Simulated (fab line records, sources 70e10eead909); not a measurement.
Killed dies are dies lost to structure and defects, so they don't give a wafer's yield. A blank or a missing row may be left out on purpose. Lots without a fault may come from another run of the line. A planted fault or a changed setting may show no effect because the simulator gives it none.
fab line records | flow nand_harc
record lots=6 wafers=18 last_day=33
route steps=1302 shown P_CONTACT@249 P_M0@253 END@1302
lots that met no fault: from a run of the same line without faults
start_h: hours from the record's first day to the start of the lot's first wafer shown | wait_h: hours since the lot's step before | " the same as in the row above | L1.1+2: a row that stands for several wafers | - no value, or no start given | * or withheld: withheld | < > ~ a bound
route shown NAME@n: a module of which the file shows steps, and the number in the route of the first | usual: mean/standard deviation of fault-free wafers | same: alike in all rows | chamber/n: place in a boat | sites: the reading at each site | _std_site: their standard deviation | _edge_site: outer sites' mean less inner sites' | radius_mm: how far each site lies from the wafer's centre | mask NAME#n: copy n | behind: the tool/chamber that last shaped the wafer | hold: why the lot was held/for how many hours/how that ended | device: the transistor (n, p or np) that didn't switch | end of line: the same wafers' tests at the end of the route | a step without rows: its recipe alone | killed: dies lost to structure and defects at the first sort, not the wafer's yield | map: a wafer's dies, x killed, . not, _ none there
set.NAME: the setting as run; set.NAME@STEP: as run at that earlier step | model.NAME: the simulator's own value behind a step, which no gauge read
lots at some steps of the route; a table a step, a row a wafer
services: from which hour (start_h, from the record's first day; less than 0 if before it) a tool's chamber was out of use, for how many hours, and why
## steps
# step NHARC_P_CONTACT_CMP_24
# recipe t_overpolish_s=30 target_thk_nm=200
# usual edge_zone_pressure_frac=1.000/0.0053 motor_current_A=12.0/1.4 overpolish_run_s=29.999/0.01 time_to_endpoint_s=40.0/2.4
# columns lot.wafer tool chamber start_h wait_h edge_zone_pressure_frac motor_current_A overpolish_run_s time_to_endpoint_s
L545.2 cmp-01 1 118.38 0.5 1.002 12.0 30.003 39.1
L545.4 " 3 " " 0.999 14.2 30.006 36.1
L545.6 " 1 " " 1.002 12.9 29.985 37.8
L552.2 cmp-01 2 184.12 0.6 1.003 15.3 29.995 38.4
L552.1 " 1 " " 0.999 11.9 30.002 40.2
L552.6 " 3 " " 0.999 14.8 29.992 41.8
L555.1 cmp-03 3 222.11 0.5 1.003 11.0 29.988 39.6
L555.2 " 1 " " 0.998 11.3 30.015 42.7
L555.5 " 0 " " 0.992 12.1 30.002 37.7
L564.4 cmp-04 0 314.36 0.3 1.008 11.9 30.003 38.1
L564.1 " 2 " " 1.002 11.5 30.002 39.0
L564.6 " 3 " " 1.005 10.4 29.992 42.4
L566.4 cmp-01 0 325.92 0.3 0.997 10.0 29.994 37.9
L566.5 " 2 " " 1.005 14.2 30.007 35.6
L566.6 " 3 " " 1.009 14.4 30.004 35.0
L567.4 cmp-04 0 338.67 0.3 0.996 11.9 30.017 39.0
L567.3 " 2 " " 0.992 11.7 30.011 37.2
L567.6 " 3 " " 0.998 10.4 29.988 40.2
# step NHARC_P_CONTACT_SRD_26
# step NHARC_P_CONTACT_INSPECT_27
# usual raw_defect_count=295/120
# columns lot.wafer tool chamber start_h wait_h raw_defect_count
L545.2 defect_inspect-02 - 118.80 0.1 186
L545.4 " - " " 366
L545.6 " - " " 249
L552.1 defect_inspect-02 - 184.53 0.1 257
L552.2 " - " " 415
L552.6 " - " " 506
L555.1 defect_inspect-02 - 222.51 0.1 317
L555.2 " - " " 290
L555.5 " - " " 329
L564.1 defect_inspect-02 - 314.73 0.1 191
L564.4 " - " " 244
L564.6 " - " " 187
L566.4 defect_inspect-02 - 326.27 0.1 754
L566.5 " - " " 210
L566.6 " - " " 447
L567.3 defect_inspect-02 - 339.05 0.1 204
L567.4 " - " " 185
L567.6 " - " " 392
# step NHARC_P_M0_DEP_00
# recipe target_thk_a=1500 target_thk_nm=150 temp_c=withheld pressure_torr=5 flow_sccm=200 rf_w=600 material=SiOC
# step NHARC_P_M0_DEHYDRATE_01
# recipe temp_c=150 time_s=120
# step NHARC_P_M0_HMDS_02
# recipe time_s=30
# step NHARC_P_M0_COAT_33
# recipe temp_c=200 time_s=65
# step NHARC_P_M0_COAT_03
# recipe spin_rpm=1500 resist_thk_nm=90
# step NHARC_P_M0_SOFTBAKE_04
# recipe temp_c=105 time_s=55
# step NHARC_P_M0_EBR_05
# step NHARC_P_M0_EXPOSE_06
# recipe na=1.35 target_cd_nm=90 dose_mj=81.28 mask_id=P_M0
# step NHARC_P_M0_PEB_07
# recipe peb_temp_c=100 peb_time_s=65
# usual exhaust_pa=45.0/0.92 heater_power_total_W=156.6/0.42
# columns lot.wafer tool chamber start_h wait_h exhaust_pa heater_power_total_W
L545.2 litho_track-01 0 119.62 0.1 45.9 156.6
L545.4 " 0 " " 45.1 157.2
L545.6 " 0 " " 43.9 157.1
L552.1 litho_track-04 0 185.23 0.1 43.3 156.5
L552.2 " 0 " " 44.8 157.0
L552.6 " 0 " " 44.0 156.1
L555.1 litho_track-06 0 223.33 0.1 45.8 157.1
L555.2 " 0 " " 44.2 157.0
L555.5 " 0 " " 44.7 155.9
L564.1 litho_track-06 0 315.55 0.1 45.7 155.9
L564.4 " 0 " " 44.9 156.0
L564.6 " 0 " " 44.8 173.8
L566.4 litho_track-06 0 327.10 0.0 44.6 157.2
L566.5 " 0 " " 45.5 174.9
L566.6 " 0 " " 44.9 174.6
L567.3 litho_track-04 0 339.88 0.0 45.7 156.2
L567.4 " 0 " " 45.9 156.6
L567.6 " 0 " " 44.9 156.8
# step NHARC_P_M0_DEVELOP_08
# recipe develop_time_s=35 dev_temp_c=23
# step NHARC_P_M0_CD_MEAS_09
# recipe target_cd_nm=90 landing_energy_ev=500
# usual cd_nm=89.8/0.48
# columns lot.wafer tool chamber start_h wait_h cd_nm
L545.2 cd_sem-02 0 119.70 - 90.0
L545.4 " 0 " " 90.2
L545.6 " 0 " " 90.2
L552.1 cd_sem-03 0 185.30 - 89.3
L552.2 " 0 " " 89.1
L552.6 " 0 " " 89.6
L555.1 cd_sem-02 0 223.41 - 90.1
L555.2 " 0 " " 90.4
L555.5 " 0 " " 90.3
L564.1 cd_sem-03 0 315.63 - 89.2
L564.4 " 0 " " 89.7
L564.6 " 0 " " 83.0
L566.4 cd_sem-01 0 327.18 - 90.4
L566.5 " 0 " " 82.7
L566.6 " 0 " " 82.9
L567.3 cd_sem-02 0 339.96 - 89.4
L567.4 " 0 " " 89.7
L567.6 " 0 " " 89.5
# step NHARC_P_M0_OVL_MEAS_10
# recipe pitch_nm=180
# usual overlay_x_nm=-0.2/0.75 overlay_y_nm=0.1/0.82
# columns lot.wafer tool chamber start_h wait_h overlay_x_nm overlay_y_nm
L545.2 overlay-02 - 119.78 - 1.3 0.1
L545.4 " - " " 0.8 0.1
L545.6 " - " " 1.0 -0.1
L552.1 overlay-02 - 185.39 - 1.2 -1.5
L552.2 " - " " 1.5 -1.6
L552.6 " - " " 1.0 -1.4
L555.1 overlay-01 - 223.50 - -0.4 0.5
L555.2 " - " " -0.4 0.2
L555.5 " - " " -0.4 1.0
L564.1 overlay-01 - 315.72 - -0.8 -0.1
L564.4 " - " " -0.9 -0.7
L564.6 " - " " -0.9 -0.2
L566.4 overlay-02 - 327.26 - -1.2 -0.5
L566.5 " - " " -1.2 0.8
L566.6 " - " " -0.9 0.5
L567.3 overlay-02 - 340.05 - -0.6 -1.1
L567.4 " - " " -0.8 -0.9
L567.6 " - " " -0.9 -1.3
# step NHARC_P_M0_INSPECT_11
# usual raw_defect_count=4.6/2.4
# columns lot.wafer tool chamber start_h wait_h raw_defect_count
L545.2 defect_inspect-02 - 119.82 0.0 2
L545.4 " - " " 5
L545.6 " - " " 3
L552.1 defect_inspect-01 - 185.43 0.0 5
L552.2 " - " " 6
L552.6 " - " " 8
L555.1 defect_inspect-02 - 223.54 0.0 1
L555.2 " - " " 1
L555.5 " - " " 1
L564.1 defect_inspect-02 - 315.75 0.0 5
L564.4 " - " " 7
L564.6 " - " " 4
L566.4 defect_inspect-02 - 327.30 0.0 2
L566.5 " - " " 3
L566.6 " - " " 4
L567.3 defect_inspect-02 - 340.08 0.0 4
L567.4 " - " " 3
L567.6 " - " " 5
# step NHARC_P_M0_DESCUM_14
# recipe time_s=3 o2_flow_sccm=200 ar_flow_sccm=0 bias_power_w=0 chemistry=O2
# usual drypump_motor_current_A=5.9/0.56 oes_product_au=1.000/0.0078 rf_vpp_V=57.3/0.9 showerhead_plenum_p_Torr=1.83/0.063 throttle_valve_pct=11.311/0.0089
# columns lot.wafer tool chamber start_h wait_h drypump_motor_current_A oes_product_au rf_hours_counter_h rf_vpp_V showerhead_plenum_p_Torr throttle_valve_pct model.P_M0.cd_nm
L545.4 rie_diel-03 1 119.88 0.1 6.7 0.989 2 56.5 1.82 11.312 90.05
L545.2 " 3 " " 6.2 0.999 2 56.8 1.92 11.305 90.26
L545.6 " 1 " " 6.7 0.993 - 57.7 1.82 11.299 90.18
L552.1 rie_diel-08 0 185.51 0.1 5.4 1.009 57 57.6 1.84 11.318 89
L552.2 " 1 " " 6.0 1.003 39 56.5 1.78 11.297 89.24
L552.6 " 2 " " 5.2 1.004 - 56.6 1.84 11.310 88.81
L555.1 rie_diel-03 1 223.61 0.1 6.7 0.992 17 56.8 1.81 11.316 90.17
L555.2 " 2 " " 6.1 1.008 16 56.9 1.78 11.305 89.59
L555.5 " 0 " " 5.1 0.986 - 58.8 1.77 11.305 90.06
L564.4 rie_diel-03 0 315.82 0.1 5.1 1.001 5 56.7 1.77 11.310 90.09
L564.1 " 2 " " 6.0 1.009 5 56.0 1.78 11.308 89.76
L564.6 " 0 " " 5.1 0.996 - 58.3 1.77 11.311 82.75
L566.4 rie_diel-03 2 327.37 0.1 6.0 1.008 6 56.9 1.78 11.311 90.45
L566.5 " 1 " " 6.7 0.994 - 55.6 1.81 11.329 82.55
L566.6 " 2 " " 6.0 1.002 - 58.2 1.78 11.314 82.99
L567.3 rie_diel-03 3 340.14 0.1 6.2 0.999 8 58.4 1.91 11.298 89.57
L567.4 " 0 " " 5.1 1.002 9 56.5 1.77 11.314 89.95
L567.6 " 0 " " 5.1 1.012 - 57.2 1.77 11.317 89.86
# step NHARC_P_M0_ETCH_34
# recipe target_depth_a=400 overetch_a=120 time_s=43.94 ion_energy_ev=200 n2_flow_sccm=150 h2_flow_sccm=150 ar_flow_sccm=0 rf_w=400 bias_w=150 chemistry=N2/H2
# usual drypump_motor_current_A=6.0/0.56 oes_product_au=1.001/0.0085 rf_vpp_V=427.8/2.2 showerhead_plenum_p_Torr=1.94/0.071 throttle_valve_pct=14.170/0.0097
# columns lot.wafer tool chamber start_h wait_h drypump_motor_current_A oes_product_au rf_hours_counter_h rf_vpp_V showerhead_plenum_p_Torr throttle_valve_pct
L545.2 rie_diel-03 2 119.96 0.1 6.0 1.003 2 426.4 1.90 14.174
L545.4 " 3 " " 6.3 0.999 2 431.6 2.05 14.181
L545.6 " 3 " " 6.2 0.993 - 431.4 2.05 14.164
L552.2 rie_diel-08 0 185.58 0.1 5.4 0.978 57 428.6 1.95 14.181
L552.1 " 3 " " 5.3 0.987 59 430.7 2.06 14.181
L552.6 " 0 " " 5.4 0.986 - 427.2 1.95 14.174
L555.2 rie_diel-03 2 223.68 0.1 6.0 1.002 16 427.1 1.89 14.175
L555.1 " 0 " " 5.1 0.995 15 424.7 1.88 14.164
L555.5 " 3 " " 6.2 0.989 - 430.0 2.04 14.193
L564.1 rie_diel-03 1 315.91 0.1 6.7 0.998 5 428.8 1.92 14.182
L564.4 " 3 " " 6.2 1.003 5 430.3 2.04 14.180
L564.6 " 0 " " 5.1 1.006 - 426.2 1.88 14.179
L566.4 rie_diel-03 1 327.45 0.1 6.7 0.994 7 429.1 1.92 14.163
L566.5 " 0 " " 5.1 1.014 - 426.6 1.88 14.183
L566.6 " 1 " " 6.7 0.997 - 427.6 1.92 14.179
L567.3 rie_diel-03 0 340.23 0.1 5.1 1.005 9 427.0 1.88 14.169
L567.4 " 2 " " 6.1 1.004 8 427.2 1.89 14.153
L567.6 " 0 " " 5.1 1.001 - 425.4 1.88 14.177
# step NHARC_P_M0_ETCH_15
# recipe target_depth_a=1500 overetch_a=150 time_s=82.5 c4f8_flow_sccm=withheld ar_flow_sccm=400 rf_w=600 bias_w=300 chemistry=C4F8/Ar
# usual oes_product_au=0.956/0.021 rf_vpp_V=438.2/2.3
# columns lot.wafer tool chamber start_h wait_h oes_product_au rf_hours_counter_h rf_vpp_V model.P_M0.cd_nm
L545.2 rie_diel-03 0 - - 0.982 0 436.3 90.06
L545.4 " 1 " " 0.951 2 437.6 89.88
L545.6 " 1 " " 0.954 - 438.6 90.27
L552.2 rie_diel-08 1 - - 0.921 39 435.6 89.01
L552.1 " 2 " " 0.923 59 439.5 88.88
L552.6 " 0 " " 0.919 - 438.7 88.69
L555.1 rie_diel-03 3 - - 0.966 15 440.3 90.04
L555.2 " 0 " " 0.951 15 435.3 89.53
L555.5 " 2 " " 0.981 - 437.5 90.17
L564.1 rie_diel-03 0 - - 0.943 5 435.2 89.52
L564.4 " 2 " " 0.979 5 437.9 89.67
L564.6 " 3 " " 0.976 - 441.0 82.79
L566.4 rie_diel-03 3 - - 0.980 6 441.6 90.41
L566.6 " 1 " " 0.958 - 438.1 82.97
L566.5 " 2 " " 0.962 - 436.7 82.47
L567.3 rie_diel-03 2 - - 0.932 8 437.5 89.55
L567.4 " 0 " " 0.926 9 436.7 89.72
L567.6 " 2 " " 0.927 - 436.9 89.77
# step NHARC_P_M0_CD_MEAS_16
# usual cd_nm=89.7/0.58
# columns lot.wafer tool chamber start_h wait_h cd_nm
L545.2 cd_sem-01 - 120.18 - 89.9
L545.4 " - " " 89.5
L545.6 " - " " 90.6
L552.1 cd_sem-01 - 185.79 - 89.0
L552.2 " - " " 88.9
L552.6 " - " " 88.5
L555.1 cd_sem-01 - 223.89 - 90.3
L555.2 " - " " 89.8
L555.5 " - " " 90.2
L564.1 cd_sem-01 - 316.11 - 89.7
L564.4 " - " " 89.7
L564.6 " - " " 82.7
L566.4 cd_sem-02 - 327.67 - 89.9
L566.5 " - " " 82.8
L566.6 " - " " 83.0
L567.3 cd_sem-03 - 340.45 - 89.6
L567.4 " - " " 89.7
L567.6 " - " " 89.8
# step NHARC_END_SORT_01
# recipe temp_c=25
# usual defect_limited_yield=91/3.4 killed_at_array=54/23 killed_at_other=1.2/1.5 killed_at_periphery=3.9/2.5 killed_dies=59/23 killed_open=3.2/1.7 killed_short=2.4/1.6 sort_bin_2_pct=3.0/1.4 sort_bin_3_pct=0.7/0.45 sort_bin_4_pct=5.0/1.9 sort_n_pass=618/23 sort_rim_yield_pct=92/3.8 sort_yield_pct=91/3.4
# same gross_dies=677 sort_bin_5_pct[%]=0 sort_bin_6_pct[%]=0 sort_bin_7_pct[%]=0 sort_bin_8_pct[%]=0 sort_rim_n_gross=106.00
# columns lot.wafer tool chamber start_h wait_h defect_limited_yield[%] killed_at_array killed_at_other killed_at_periphery killed_dies killed_open killed_short sort_bin_2_pct[%] sort_bin_3_pct[%] sort_bin_4_pct[%] sort_n_pass sort_rim_yield_pct[%] sort_yield_pct[%]
L566.6 prober-01 0 775.00 4.0 91 58 1 5 64 4 3 3.2 0.7 5.5 613 91 91
# killed by level:class
L566.6 A_CHANNEL_HOLE_D2:chamber_film_flake=18 A_CHANNEL_HOLE_D1:chamber_film_flake=15 A_SLIT:chamber_film_flake=11 A_CONTACT:chamber_film_flake=8 P_M1:chamber_film_flake=2 P_CONTACT:geometric_particle:open=1 A_CHANNEL_FILL_D2:geometric_particle:short=1 A_WL_FILL:geometric_particle:short=1
## services
# columns tool chamber start_h hours kind
rie_diel-03 - 104.52 9.0 pm
cmp-04 - 111.00 4.0 pm
cmp-01 - 128.26 0.3 repair
rie_diel-08 1 137.76 34.3 repair
rie_diel-03 - 143.11 1.5 repair
cmp-03 - 149.93 1.3 repair
rie_diel-03 2 154.45 4.2 repair
litho_track-06 - 179.00 7.0 pm
cmp-04 - 179.26 1.1 repair
cmp-01 - 185.59 4.0 pm
cmp-04 - 185.88 0.6 repair
rie_diel-08 - 190.83 9.0 pm
litho_track-04 - 203.00 7.0 pm
cmp-04 - 209.00 4.0 pm
cmp-01 - 212.35 9.5 repair
rie_diel-08 1 225.35 11.8 repair
rie_diel-08 - 249.54 1.5 repair
rie_diel-03 1 275.27 12.2 repair
rie_diel-03 - 281.52 9.0 pm
cmp-01 - 283.59 4.0 pm
cmp-04 - 300.42 0.8 repair
cmp-04 - 307.00 4.0 pm
rie_diel-08 - 312.94 8.9 repair
rie_diel-08 1 333.82 3.3 repair
## key
first_sign step=NHARC_P_M0_PEB_07 reading=heater_power_total_W direction=up sigmas=42 usual=* struck=*
effect step=NHARC_P_M0_CD_MEAS_09 reading=cd_nm direction=down sigmas=14 usual=89.8 struck=82.9
effect step=NHARC_P_M0_CD_MEAS_16 reading=cd_nm direction=down sigmas=12 usual=89.7 struck=82.9
model_effect step=NHARC_P_M0_DESCUM_14 value=P_M0.cd_nm without=90.23 struck=82.76
model_effect step=NHARC_P_M0_ETCH_15 value=P_M0.cd_nm without=90.22 struck=82.75
met_at NHARC_P_M0_PEB_07
struck_wafers L564.6,L566.5,L566.6
onset_between 223.33 315.55
fault kind=process_parameter_drift tool=litho_track-06 chamber=- onset_h=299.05 steps=NHARC_P_M0_PEB_07 channel=peb_time_s offset=* shape=step end_h=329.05 scope=struck_wafers_only acts_in=* stated=*
